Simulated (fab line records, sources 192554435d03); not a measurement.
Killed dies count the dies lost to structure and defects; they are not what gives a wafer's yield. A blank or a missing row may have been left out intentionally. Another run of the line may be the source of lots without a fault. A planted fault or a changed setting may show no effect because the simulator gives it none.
Matching of chambers + flow n5 finfet + N5_BEOL_M0_SAQP_STRIP_108 on rie diel-04: 3 sister chambers
The step strips in N2/H2. 6 wafers are shown with their chamber, then 10 later ones without.

## WAFERS PAIRED WITH THEIR CHAMBERS
| wafer  | chamber | showerhead plenum p Torr (Torr) | oes product au (a.u.) |
|--------|---------|---------------------------------|-----------------------|
| L080.3 | 3       | 3.43                            | 0.86                  |
| L081.3 | 0       | 3.18                            | 0.68                  |
| L084.1 | 0       | 3.18                            | 0.68                  |
| L085.3 | 3       | 3.42                            | 0.85                  |
| L085.6 | 1       | 3.32                            | 0.66                  |
| L090.1 | 1       | 3.32                            | 0.66                  |

## WAFERS WITHOUT THEIR CHAMBER
| wafer  | showerhead plenum p Torr (Torr) | oes product au (a.u.) |
|--------|---------------------------------|-----------------------|
| L090.4 | 3.42                            | 0.83                  |
| L090.5 | 3.32                            | 0.66                  |
| L092.3 | 3.32                            | 0.66                  |
| L092.4 | 3.32                            | 0.66                  |
| L092.6 | 3.42                            | 0.82                  |
| L093.1 | 3.17                            | 0.67                  |
| L093.2 | 3.41                            | 0.83                  |
| L093.4 | 3.17                            | 0.67                  |
| L095.2 | 3.41                            | 0.83                  |
| L095.3 | 3.31                            | 0.66                  |

## WHICH CHAMBER EACH WENT THROUGH
| wafer  | from the rows above | in truth |
|--------|---------------------|----------|
| L090.4 | 3                   | 3        |
| L090.5 | 1                   | 1        |
| L092.3 | 1                   | 1        |
| L092.4 | 1                   | 1        |
| L092.6 | 3                   | 3        |
| L093.1 | 0                   | 0        |
| L093.2 | 3                   | 3        |
| L093.4 | 0                   | 0        |
| L095.2 | 3                   | 3        |
| L095.3 | 1                   | 1        |
Correctly placed: 10 of 10. Can't be placed from these rows: 0. 0 placed wrongly.
How it was worked out, from the rows above alone: a wafer's distance from a chamber is the root of the sum, over the readings, of the square of ((its reading less the chamber's mean) divided by the reading's scatter). If the next closest chamber is less than 2 further off than the closest, the wafer can't be placed; otherwise it belongs to the closest. Each chamber's mean is taken over the wafers shown for it. The scatter: the root of (the sum of the squares of (reading less its chamber's mean) over the shown wafers, divided by (wafers less chambers)).
